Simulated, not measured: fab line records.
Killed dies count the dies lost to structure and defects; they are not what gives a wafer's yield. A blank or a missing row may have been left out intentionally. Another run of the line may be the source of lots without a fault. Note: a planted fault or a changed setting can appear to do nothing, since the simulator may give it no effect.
fab line records + flow nand_harc
record
- lots=13
- wafers=39
- last_day=34
route steps=1302 shown A_STAIRCASE@853 A_SGD_CUT@890 END@1302
lots untouched by any fault: they come from a run of this same line in which no faults occurred
start_h: hours from the record's first day to the start of the lot's first wafer shown + wait_h: time in hours since the lot's previous step + " same as the row above + L1.1+2: a row that stands for several wafers + - no value, or no start was given + * or withheld: withheld + < > ~ a bound
route shown NAME@n: a module of which the file shows steps, and the number in the route of the first + usual: average and standard deviation across the fault-free wafers + same: alike in all rows + chamber/n: place in a boat + sites: readings site by site + _std_site: their standard deviation + _edge_site: outer sites' mean less inner sites' + radius_mm: how far each site lies from the wafer's centre + mask NAME#n: copy n + behind: the tool/chamber that last shaped the wafer + hold: the reason the lot was held/the length of the hold in hours/how it ended + device: transistor that didn't switch, given as n, p or np + end of line: at the end of the route, the tests of the same wafers + for a step that has no rows: nothing shown but its recipe + killed: dies that structure and defects cost at the first sort, which is not the same as the wafer's yield + map: a wafer's dies, marking killed ones x, the rest . and places with no die _
set.NAME: the setting that was run; set.NAME@STEP: the one run at that earlier step + model.NAME: the simulator's own value behind a step, which no gauge read
route steps across a sampled set of lots; one table per step, one row per wafer
services: from which hour (start_h, from the record's first day; less than 0 if before it) a tool's chamber was out of use, for how many hours, and why
## steps
# step NHARC_A_STAIRCASE_DEP_322
# recipe
- target_thk_a=72000
- temp_c=400
- target_thk_nm=7200
- teos_flow_sccm=200
- rf_w=500
- material=SiO2
# usual
- heater_power_outer_w=381/53
- heater_power_w=649/72
| lot.wafer | tool     | chamber | start_h | wait_h | heater_power_outer_w | heater_power_w |
|-----------|----------|---------|---------|--------|----------------------|----------------|
| L707.1    | pecvd-01 | 2       | 420.32  | 0.2    | 429                  | 764            |
| L707.2    | "        | 0       | "       | "      | 486                  | 753            |
| L707.5    | "        | 2       | "       | "      | 356                  | 632            |
| L709.1    | pecvd-02 | 1       | 438.54  | 0.1    | 337                  | 595            |
| L709.3    | "        | 2       | "       | "      | 401                  | 681            |
| L709.6    | "        | 0       | "       | "      | 323                  | 636            |
| L708.1    | pecvd-01 | 0       | 438.64  | 0.2    | 469                  | 755            |
| L708.4    | "        | 0       | "       | "      | 405                  | 656            |
| L708.6    | "        | 1       | "       | "      | 298                  | 538            |
| L710.1    | pecvd-03 | 2       | 443.46  | 0.2    | 366                  | 648            |
| L710.3    | "        | 0       | "       | "      | 446                  | 741            |
| L710.5    | "        | 0       | "       | "      | 373                  | 613            |
| L714.1    | pecvd-02 | 1       | 487.45  | 0.1    | 417                  | 692            |
| L714.2    | "        | 2       | "       | "      | 396                  | 673            |
| L714.4    | "        | 1       | "       | "      | 335                  | 592            |
| L713.2    | pecvd-01 | 2       | 487.64  | 0.3    | 466                  | 796            |
| L713.5    | "        | 1       | "       | "      | 298                  | 538            |
| L713.4    | "        | 2       | "       | "      | 371                  | 645            |
| L716.3    | pecvd-01 | 2       | 514.38  | 0.1    | 479                  | 776            |
| L716.5    | "        | 0       | "       | "      | 406                  | 663            |
| L716.6    | "        | 1       | "       | "      | 284                  | 521            |
| L717.2    | pecvd-02 | 0       | 531.23  | 0.2    | 408                  | 730            |
| L717.6    | "        | 0       | "       | "      | 329                  | 619            |
| L717.5    | "        | 1       | "       | "      | 339                  | 595            |
| L718.1    | pecvd-03 | 2       | 531.33  | 0.3    | 418                  | 721            |
| L718.5    | "        | 1       | "       | "      | 353                  | 554            |
| L718.6    | "        | 2       | "       | "      | 318                  | 605            |
| L719.3    | pecvd-01 | 1       | 556.26  | 0.3    | 370                  | 607            |
| L719.6    | "        | 0       | "       | "      | 416                  | 655            |
| L719.5    | "        | 1       | "       | "      | 289                  | 517            |
| L720.1    | pecvd-02 | 0       | 556.33  | 0.4    | 400                  | 715            |
| L720.3    | "        | 2       | "       | "      | 402                  | 678            |
| L720.5    | "        | 0       | "       | "      | 332                  | 620            |
| L721.1    | pecvd-02 | 0       | 565.24  | 0.3    | 431                  | 783            |
| L721.2    | "        | 1       | "       | "      | 390                  | 662            |
| L721.6    | "        | 0       | "       | "      | 326                  | 609            |
| L728.3    | pecvd-03 | 1       | 649.31  | 0.1    | 442                  | 679            |
| L728.1    | "        | 2       | "       | "      | 397                  | 691            |
| L728.2    | "        | 0       | "       | "      | 473                  | 758            |
# step NHARC_A_STAIRCASE_STRIP_446
# recipe
- power_w=1500
- temp_c=250
- chemistry=O2
# usual
- drypump_motor_current_A=5.86/0.12
- heater_power_w=296/38
- rf_refl_power_W=18.6/1.4
| lot.wafer | tool            | chamber | start_h | wait_h | drypump_motor_current_A | heater_power_w | rf_hours_counter_h | rf_refl_power_W |
|-----------|-----------------|---------|---------|--------|-------------------------|----------------|--------------------|-----------------|
| L707.1    | plasma_asher-01 | 1       | 443.71  | 0.0    | 5.70                    | 332            | 22                 | -               |
| L707.2    | "               | 0       | "       | "      | 5.92                    | 248            | 22                 | -               |
| L707.5    | "               | 0       | "       | "      | 5.92                    | 247            | -                  | -               |
| L709.1    | plasma_asher-02 | 0       | 459.34  | 0.1    | 5.88                    | 274            | 7                  | 17.0            |
| L709.3    | "               | 0       | "       | "      | 5.88                    | 280            | -                  | 16.6            |
| L709.6    | "               | 0       | "       | "      | 5.88                    | 266            | -                  | 16.8            |
| L708.1    | plasma_asher-02 | 1       | 462.16  | 0.1    | 6.03                    | 339            | 8                  | 18.5            |
| L708.4    | "               | 1       | "       | "      | 6.01                    | 340            | -                  | 18.3            |
| L708.6    | "               | 0       | "       | "      | 5.85                    | 277            | -                  | 16.2            |
| L710.1    | plasma_asher-01 | 0       | 465.68  | 0.1    | 5.91                    | 249            | 27                 | 19.7            |
| L710.3    | "               | 0       | "       | "      | 5.92                    | 246            | -                  | 20.0            |
| L710.5    | "               | 1       | "       | "      | 5.67                    | 339            | -                  | 18.8            |
| L714.1    | plasma_asher-01 | 1       | 513.01  | 0.0    | 5.69                    | 335            | 35                 | 18.2            |
| L714.2    | "               | 0       | "       | "      | 5.92                    | 238            | 35                 | 20.2            |
| L714.4    | "               | 0       | "       | "      | 5.93                    | 244            | -                  | 20.2            |
| L713.2    | plasma_asher-02 | 0       | 513.02  | 0.1    | 5.85                    | 273            | 16                 | 17.4            |
| L713.4    | "               | 1       | "       | "      | 6.03                    | 335            | -                  | 20.1            |
| L713.5    | "               | 0       | "       | "      | 5.86                    | 272            | -                  | 16.7            |
| L716.3    | plasma_asher-02 | 0       | 534.61  | 0.2    | 5.86                    | 272            | -                  | 16.1            |
| L716.6    | "               | 1       | "       | "      | 6.01                    | 339            | -                  | 18.6            |
| L716.5    | "               | 0       | "       | "      | 5.88                    | 274            | -                  | 16.4            |
| L718.1    | plasma_asher-01 | 0       | 551.54  | 0.1    | 5.92                    | 256            | 4                  | 19.4            |
| L718.5    | "               | 1       | "       | "      | 5.68                    | 331            | -                  | 18.3            |
| L718.6    | "               | 0       | "       | "      | 5.91                    | 250            | -                  | 19.9            |
| L717.2    | plasma_asher-01 | 1       | 551.82  | 0.2    | 5.74                    | 324            | 4                  | -               |
| L717.6    | "               | 0       | "       | "      | 5.92                    | 252            | -                  | -               |
| L717.5    | "               | 1       | "       | "      | 5.70                    | 324            | -                  | -               |
| L720.1    | plasma_asher-01 | 0       | 575.87  | 0.0    | 5.93                    | 255            | 10                 | 20.0            |
| L720.3    | "               | 1       | "       | "      | 5.69                    | 326            | -                  | 17.8            |
| L720.5    | "               | 0       | "       | "      | 5.92                    | 253            | -                  | 20.8            |
| L719.3    | plasma_asher-02 | 0       | 575.89  | 0.2    | 5.89                    | 270            | -                  | 16.3            |
| L719.5    | "               | 1       | "       | "      | 6.01                    | 344            | -                  | 19.3            |
| L719.6    | "               | 0       | "       | "      | 5.87                    | 272            | -                  | 16.6            |
| L721.1    | plasma_asher-01 | 0       | 586.01  | 0.0    | 5.93                    | 250            | 12                 | -               |
| L721.2    | "               | 1       | "       | "      | 5.70                    | 334            | 12                 | -               |
| L721.6    | "               | 0       | "       | "      | 5.91                    | 247            | -                  | -               |
| L728.2    | plasma_asher-01 | 1       | 671.26  | 0.0    | 5.72                    | 327            | 29                 | 18.7            |
| L728.1    | "               | 0       | "       | "      | 5.92                    | 257            | 29                 | 20.3            |
| L728.3    | "               | 1       | "       | "      | 5.70                    | 326            | -                  | 19.1            |
# step NHARC_A_STAIRCASE_ETCHBACK_157
# recipe
- target_depth_a=900
- over_etch_frac=0.3
- time_s=167.14
- ion_energy_ev=120
- ch3f_flow_sccm=50
- o2_flow_sccm=30
- ar_flow_sccm=200
- rf_w=500
- bias_w=100
- chemistry=CH3F/O2
# usual
- drypump_motor_current_A=5.73/0.29
- oes_product_au=0.97/0.035
- rf_vpp_V=244.2/1.7
- showerhead_plenum_p_Torr=2.45/0.11
- throttle_valve_pct=20.664/0.01
# same
- over_etch_frac=0.3
| lot.wafer | tool        | chamber | start_h | wait_h | drypump_motor_current_A | oes_product_au | rf_hours_counter_h | rf_vpp_V | showerhead_plenum_p_Torr | throttle_valve_pct |
|-----------|-------------|---------|---------|--------|-------------------------|----------------|--------------------|----------|--------------------------|--------------------|
| L707.2    | rie_diel-10 | 2       | 445.41  | 0.2    | 5.19                    | 0.99           | 5                  | 244.4    | 2.47                     | 20.657             |
| L707.1    | "           | 3       | "       | "      | 5.99                    | 1.01           | 4                  | 244.3    | 2.46                     | 20.666             |
| L707.5    | "           | 1       | "       | "      | 5.60                    | 1.02           | -                  | 246.1    | 2.66                     | 20.665             |
| L709.3    | rie_diel-10 | 2       | 461.00  | 0.2    | 5.16                    | 1.00           | 10                 | 244.4    | 2.46                     | 20.665             |
| L709.1    | "           | 3       | "       | "      | 6.02                    | 1.00           | 8                  | 244.4    | 2.46                     | 20.650             |
| L709.6    | "           | 1       | "       | "      | 5.61                    | 1.00           | -                  | 247.9    | 2.66                     | 20.644             |
| L708.4    | rie_diel-08 | 2       | 463.86  | 0.1    | 5.88                    | 0.93           | 28                 | 243.2    | 2.33                     | 20.665             |
| L708.1    | "           | 3       | "       | "      | 5.90                    | 0.93           | 26                 | 243.9    | 2.39                     | 20.660             |
| L708.6    | "           | 2       | "       | "      | 5.88                    | 0.93           | -                  | 243.7    | 2.33                     | 20.655             |
| L710.3    | rie_diel-10 | 0       | 467.34  | 0.2    | 5.82                    | 1.01           | 12                 | 243.7    | 2.42                     | 20.671             |
| L710.1    | "           | 1       | "       | "      | 5.61                    | 1.00           | 15                 | 246.0    | 2.65                     | 20.660             |
| L710.5    | "           | 0       | "       | "      | 5.87                    | 1.00           | -                  | 244.3    | 2.42                     | 20.660             |
| L713.2    | rie_diel-08 | 0       | 514.77  | 0.2    | 5.73                    | 0.92           | 46                 | 242.6    | 2.28                     | 20.672             |
| L713.4    | "           | 2       | "       | "      | 5.84                    | 0.94           | 45                 | 241.5    | 2.32                     | 20.676             |
| L713.5    | "           | 1       | "       | "      | 5.49                    | 0.94           | -                  | 246.6    | 2.61                     | 20.653             |
| L714.4    | rie_diel-10 | 3       | 514.83  | 0.2    | 6.01                    | 1.00           | 23                 | 245.0    | 2.45                     | 20.668             |
| L714.1    | "           | 0       | "       | "      | 5.85                    | 0.99           | 22                 | 244.1    | 2.42                     | 20.673             |
| L714.2    | "           | 2       | "       | "      | 5.22                    | 0.99           | 25                 | 243.5    | 2.46                     | 20.666             |
| L716.3    | rie_diel-01 | 2       | 536.19  | 0.2    | 6.11                    | 0.92           | 49                 | 242.0    | 2.33                     | 20.656             |
| L716.6    | "           | 1       | "       | "      | 6.11                    | 0.93           | -                  | 243.5    | 2.40                     | 20.643             |
| L716.5    | "           | 2       | "       | "      | 6.12                    | 0.93           | -                  | 243.4    | 2.33                     | 20.666             |
| L718.1    | rie_diel-01 | 3       | 553.30  | 0.2    | 5.64                    | 0.93           | 58                 | 243.1    | 2.35                     | 20.657             |
| L718.6    | "           | 2       | "       | "      | 6.13                    | 0.94           | -                  | 242.3    | 2.33                     | 20.660             |
| L718.5    | "           | 3       | "       | "      | 5.67                    | 0.92           | -                  | 242.4    | 2.35                     | 20.660             |
| L717.2    | rie_diel-10 | 3       | 553.55  | 0.2    | 6.00                    | 1.00           | 39                 | 244.2    | 2.45                     | 20.653             |
| L717.5    | "           | 0       | "       | "      | 5.83                    | 0.99           | -                  | 244.0    | 2.41                     | 20.670             |
| L717.6    | "           | 1       | "       | "      | 5.62                    | 0.99           | -                  | 247.8    | 2.64                     | 20.660             |
| L719.3    | rie_diel-10 | 2       | 577.46  | 0.2    | 5.18                    | 1.01           | 52                 | 245.2    | 2.45                     | 20.669             |
| L719.6    | "           | 1       | "       | "      | 5.58                    | 1.00           | -                  | 244.8    | 2.64                     | 20.662             |
| L719.5    | "           | 2       | "       | "      | 5.21                    | 0.99           | -                  | 244.1    | 2.45                     | 20.644             |
| L720.1    | rie_diel-01 | 2       | 577.60  | 0.2    | 6.14                    | 1.00           | 4                  | 241.3    | 2.33                     | 20.660             |
| L720.3    | "           | 0       | "       | "      | 5.49                    | 1.00           | 4                  | 242.5    | 2.38                     | 20.662             |
| L720.5    | "           | 1       | "       | "      | 6.09                    | 1.01           | -                  | 243.6    | 2.39                     | 20.672             |
| L721.1    | rie_diel-01 | 0       | 587.72  | 0.2    | 5.41                    | 1.00           | 7                  | 243.2    | 2.38                     | 20.675             |
| L721.2    | "           | 3       | "       | "      | 5.71                    | 0.99           | 8                  | 241.7    | 2.35                     | 20.670             |
| L721.6    | "           | 0       | "       | "      | 5.48                    | 1.00           | -                  | 243.8    | 2.38                     | 20.683             |
| L728.3    | rie_diel-08 | 2       | 672.96  | 0.1    | 5.85                    | 0.92           | 33                 | 242.3    | 2.30                     | 20.690             |
| L728.2    | "           | 3       | "       | "      | 5.92                    | 0.93           | 32                 | 242.4    | 2.37                     | 20.658             |
| L728.1    | "           | 0       | "       | "      | 5.72                    | 0.92           | 33                 | 248.1    | 2.65                     | 20.663             |
# step NHARC_A_SGD_CUT_DEP_00
# recipe
- target_thk_a=500
- temp_c=400
- target_thk_nm=50
- flow_sccm=200
- rf_w=450
- material=SiNx
# usual
- heater_power_outer_w=389/61
- heater_power_w=685/98
| lot.wafer | tool     | chamber | start_h | wait_h | heater_power_outer_w | heater_power_w |
|-----------|----------|---------|---------|--------|----------------------|----------------|
| L707.1    | pecvd-02 | 1       | 446.36  | 0.1    | 382                  | 645            |
| L707.2    | "        | 2       | "       | "      | 362                  | 631            |
| L707.5    | "        | 2       | "       | "      | 376                  | 627            |
| L709.1    | pecvd-03 | 2       | 462.01  | 0.1    | 368                  | 659            |
| L709.3    | "        | 0       | "       | "      | 489                  | 794            |
| L709.6    | "        | 0       | "       | "      | 493                  | 801            |
| L708.1    | pecvd-04 | 0       | 465.15  | 0.4    | 372                  | 738            |
| L708.4    | "        | 0       | "       | "      | 367                  | 725            |
| L708.6    | "        | 1       | "       | "      | 277                  | 498            |
| L710.1    | pecvd-02 | 1       | 468.28  | 0.1    | 454                  | 737            |
| L710.3    | "        | 0       | "       | "      | 430                  | 760            |
| L710.5    | "        | 0       | "       | "      | 424                  | 739            |
| L714.1    | pecvd-04 | 1       | 515.82  | 0.1    | 239                  | 440            |
| L714.2    | "        | 0       | "       | "      | 406                  | 782            |
| L714.4    | "        | 0       | "       | "      | 415                  | 792            |
| L713.2    | pecvd-02 | 2       | 515.87  | 0.1    | 391                  | 681            |
| L713.5    | "        | 1       | "       | "      | 459                  | 755            |
| L713.4    | "        | 0       | "       | "      | 409                  | 711            |
| L716.3    | pecvd-03 | 0       | 537.16  | 0.1    | 442                  | 737            |
| L716.6    | "        | 0       | "       | "      | 452                  | 746            |
| L716.5    | "        | 1       | "       | "      | 388                  | 608            |
| L718.1    | pecvd-04 | 2       | 554.24  | 0.1    | 377                  | 705            |
| L718.5    | "        | 2       | "       | "      | 384                  | 704            |
| L718.6    | "        | 1       | "       | "      | 230                  | 426            |
| L717.2    | pecvd-04 | 0       | 554.52  | 0.1    | -                    | -              |
| L717.5    | "        | 2       | "       | "      | -                    | -              |
| L717.6    | "        | 1       | "       | "      | -                    | -              |
| L719.3    | pecvd-03 | 0       | 578.45  | 0.1    | -                    | -              |
| L719.5    | "        | 0       | "       | "      | -                    | -              |
| L719.6    | "        | 1       | "       | "      | -                    | -              |
| L720.3    | pecvd-02 | 0       | 578.56  | 0.1    | -                    | -              |
| L720.1    | "        | 1       | "       | "      | -                    | -              |
| L720.5    | "        | 0       | "       | "      | -                    | -              |
| L721.2    | pecvd-02 | 0       | 588.74  | 0.1    | 442                  | 757            |
| L721.1    | "        | 1       | "       | "      | 442                  | 751            |
| L721.6    | "        | 1       | "       | "      | 438                  | 752            |
| L728.3    | pecvd-04 | 2       | 673.92  | 0.1    | 389                  | 715            |
| L728.1    | "        | 0       | "       | "      | 412                  | 780            |
| L728.2    | "        | 1       | "       | "      | 272                  | 501            |
# step NHARC_END_SORT_01
# recipe
- temp_c=25
# usual
- killed_at_array=52/18
- killed_at_other=0.6/0.83
- killed_at_periphery=4.3/2.8
- killed_dies=57/19
- killed_open=3.4/2
- killed_short=2.5/1.7
# same
- gross_dies=677
| lot.wafer | tool      | chamber | start_h | wait_h | killed_at_array | killed_at_other | killed_at_periphery | killed_dies | killed_open | killed_short |
|-----------|-----------|---------|---------|--------|-----------------|-----------------|---------------------|-------------|-------------|--------------|
| L717.2    | prober-01 | 0       | 689.02  | 2.8    | 530             | 1               | 5                   | 536         | 4           | 3            |
| L717.5    | prober-01 | 0       | 691.41  | 3.7    | 524             | 0               | 4                   | 528         | 4           | 2            |
| L717.6    | prober-01 | 0       | 692.21  | 4.0    | 529             | 1               | 8                   | 538         | 3           | 2            |
| L719.3    | prober-02 | 0       | 704.90  | 3.1    | 523             | 1               | 3                   | 527         | 0           | 1            |
| L719.5    | prober-02 | 0       | 706.50  | 3.7    | 544             | 1               | 2                   | 547         | 4           | 3            |
| L719.6    | prober-02 | 0       | 707.31  | 4.0    | 538             | 0               | 2                   | 540         | 5           | 1            |
| L720.1    | prober-02 | 0       | 722.11  | 2.5    | 516             | 0               | 3                   | 519         | 2           | 2            |
| L720.3    | prober-02 | 0       | 723.73  | 3.1    | 522             | 1               | 6                   | 529         | 5           | 3            |
| L720.5    | prober-02 | 0       | 725.36  | 3.8    | 529             | 1               | 3                   | 533         | 4           | 1            |
# killed by level:class
L717.2 A_SGD_CUT:area_dep=493 A_SLIT:chamber_film_flake=18 A_CHANNEL_HOLE_D1:chamber_film_flake=5 A_ONON_D1:geometric_particle:short=3 P_STI:chamber_film_flake=2 P_CONTACT:chamber_film_flake=2 A_CONTACT:chamber_film_flake=2 A_ONON_D1:geometric_particle:open=1
L717.5 A_SGD_CUT:area_dep=493 A_SLIT:chamber_film_flake=17 P_CONTACT:chamber_film_flake=3 A_BLC:geometric_particle:open=2 A_CHANNEL_HOLE_D1:chamber_film_flake=2 A_ONON_D1:geometric_particle:short=1 A_WL_FILL:geometric_particle:short=1 A_WL_FILL:geometric_particle:open=1
L717.6 A_SGD_CUT:area_dep=504 A_SLIT:chamber_film_flake=12 P_CONTACT:chamber_film_flake=6 A_DECK1_JOINT:chamber_film_flake=2 A_STAIRCASE:chamber_film_flake=2 A_WL_FILL:chamber_film_flake=2 P_GATE:geometric_particle:open=1 A_CHANNEL_FILL_D1:geometric_particle:short=1
L719.3 A_SGD_CUT:area_dep=465 A_CHANNEL_HOLE_D1:chamber_film_flake=36 A_CHANNEL_HOLE_D2:chamber_film_flake=9 A_CONTACT:chamber_film_flake=8 P_M2:chamber_film_flake=3 A_STAIRCASE:chamber_film_flake=2 A_SLIT:chamber_film_flake=2 A_ONON_D2:geometric_particle:short=1
L719.5 A_SGD_CUT:area_dep=470 A_CHANNEL_HOLE_D1:chamber_film_flake=32 A_CHANNEL_HOLE_D2:chamber_film_flake=17 A_CONTACT:chamber_film_flake=7 A_SLIT:chamber_film_flake=5 A_STAIRCASE:chamber_film_flake=3 P_M2:chamber_film_flake=2 A_ZERO_WELL:chamber_film_flake=2
L719.6 A_SGD_CUT:area_dep=468 A_CHANNEL_HOLE_D1:chamber_film_flake=37 A_CHANNEL_HOLE_D2:chamber_film_flake=13 A_CONTACT:chamber_film_flake=7 A_ONON_D1:geometric_particle:open=2 A_ZERO_WELL:chamber_film_flake=2 A_SLIT:chamber_film_flake=2 A_ONON_D2:geometric_particle:open=1
L720.1 A_SGD_CUT:area_dep=484 A_SLIT:chamber_film_flake=20 A_M0:chamber_film_flake=4 A_CONTACT:chamber_film_flake=3 A_WL_FILL:chamber_film_flake=2 P_CONTACT:geometric_particle:open=1 P_M0:geometric_particle:open=1 A_WL_FILL:geometric_particle:short=1
L720.3 A_SGD_CUT:area_dep=480 A_SLIT:chamber_film_flake=19 A_CHANNEL_HOLE_D1:chamber_film_flake=6 A_CONTACT:chamber_film_flake=4 P_ZERO_WELL:chamber_film_flake=3 A_M0:geometric_particle:open=2 A_CHANNEL_FILL_D2:chamber_film_flake=2 A_WL_FILL:chamber_film_flake=2
L720.5 A_SGD_CUT:area_dep=496 A_SLIT:chamber_film_flake=14 A_CONTACT:chamber_film_flake=7 A_CHANNEL_HOLE_D1:chamber_film_flake=3 A_CHANNEL_FILL_D2:chamber_film_flake=3 A_CHANNEL_FILL_D2:geometric_particle:open=2 P_M0:geometric_particle:open=1 A_ONON_D1:geometric_particle:short=1
## services
| tool            | chamber | start_h | hours | kind   |
|-----------------|---------|---------|-------|--------|
| plasma_asher-01 | -       | 404.94  | 2.1   | repair |
| pecvd-02        | -       | 408.47  | 13.0  | pm     |
| plasma_asher-01 | -       | 414.94  | 0.9   | repair |
| rie_diel-10     | -       | 424.43  | 9.0   | pm     |
| plasma_asher-02 | -       | 426.00  | 9.0   | pm     |
| pecvd-04        | 0       | 447.24  | 10.6  | repair |
| pecvd-04        | -       | 450.24  | 13.0  | pm     |
| pecvd-03        | 1       | 470.53  | 3.4   | repair |
| pecvd-01        | -       | 492.00  | 13.0  | pm     |
| plasma_asher-01 | -       | 519.26  | 9.0   | pm     |
| pecvd-03        | 0       | 537.78  | 21.3  | repair |
| plasma_asher-02 | -       | 540.91  | 1.5   | repair |
| pecvd-02        | -       | 542.50  | 0.3   | repair |
| pecvd-02        | 0       | 547.26  | 2.7   | repair |
| pecvd-03        | -       | 547.59  | 13.0  | pm     |
| pecvd-03        | -       | 562.38  | 1.0   | repair |
| pecvd-01        | -       | 568.58  | 1.2   | repair |
| pecvd-02        | -       | 589.62  | 13.0  | pm     |
| pecvd-01        | 1       | 600.05  | 23.8  | repair |
| rie_diel-10     | -       | 601.44  | 9.0   | pm     |
| plasma_asher-02 | -       | 603.00  | 9.0   | pm     |
| plasma_asher-01 | -       | 623.38  | 3.7   | repair |
| pecvd-02        | 1       | 644.96  | 11.9  | repair |
| plasma_asher-01 | -       | 650.55  | 1.5   | repair |
## key
first_sign
- step=NHARC_A_SGD_CUT_DEP_00
- reading=tool_record
- direction=missing
effect
- step=NHARC_END_SORT_01
- reading=killed_at_array
- direction=up
- sigmas=26
- usual=52
- struck=528
more_kills_born_at
- NHARC_A_SGD_CUT_DEP_00@pecvd-04=1490
- NHARC_A_SGD_CUT_DEP_00@pecvd-02=1460
- NHARC_A_SGD_CUT_DEP_00@pecvd-03=1403
met_at NHARC_A_SGD_CUT_DEP_00
struck_lots L717,L719,L720
later_rows_left_out L717.2,L717.5,L717.6,L719.3,L719.5,L719.6,L720.1,L720.3,L720.5
tester_left_out L717,L719,L720
not_acting_at NHARC_A_STAIRCASE_DEP_322,NHARC_A_STAIRCASE_STRIP_446,NHARC_A_STAIRCASE_ETCHBACK_157
onset_between 554.24 554.52
fault
- kind=skipped_step_whole
- tool=pecvd-02,pecvd-03,pecvd-04
- chamber=-
- onset_h=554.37
- steps=NHARC_A_SGD_CUT_DEP_00
- scope=struck_lots_only
# tester_left_out: of these lots the tester's yield and bins aren't shown, on N5 and GAA mostly nor the transistor test; their killed dies are dies lost to structure and defects alone, not to doping, threshold or leakage, so they don't give the yield
# later_rows_left_out: the simulator's readings of these wafers behind a module that went badly wrong aren't trusted and aren't shown, but for the sort
